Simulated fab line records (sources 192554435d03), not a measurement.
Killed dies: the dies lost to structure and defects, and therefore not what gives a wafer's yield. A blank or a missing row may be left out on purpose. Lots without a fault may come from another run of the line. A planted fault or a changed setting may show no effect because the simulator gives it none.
Chamber matching    flow n5 finfet    N5_BEOL_M14_DEP_53 on pecvd-01 has 3 sister chambers
The step deposits SiCN from 3MS/NH3, target thk 50 nm, time 17.8 s. 3 wafers are shown with their chamber, then 7 later ones without.

WAFERS PAIRED WITH THEIR CHAMBERS
wafer   chamber  showerhead plenum p Torr (Torr)
L080.6  0        4.122
L086.1  2        4.184
L086.3  1        4.175

WAFERS WITHOUT THEIR CHAMBER
wafer   showerhead plenum p Torr (Torr)
L086.5  4.121
L092.1  4.132
L092.3  4.177
L092.4  4.185
L097.4  4.182
L097.5  4.124
L097.6  4.185

WHICH CHAMBER EACH ONE RAN IN
wafer   from the rows above      in truth
L086.5  0                        0
L092.1  0                        0
L092.3  can't be placed: 1 or 2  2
L092.4  2                        2
L097.4  can't be placed: 2 or 1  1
L097.5  0                        0
L097.6  2                        2
5 of 7 placed correctly. Unplaceable from these rows: 2, with the true chamber sitting among the candidates in 2. Wrongly placed: 0.
How it was worked out, from the rows above alone: a wafer's distance from a chamber is the root of the sum, over the readings, of the square of ((its reading less the chamber's mean) divided by the reading's scatter). If the next closest chamber is less than 2 further off than the closest, the wafer can't be placed; otherwise it belongs to the closest. A chamber's mean is the mean of its shown wafers. The scatter (one wafer shown for each chamber): square how far every hidden wafer sits from the nearest shown wafer, average those squares and take the square root.
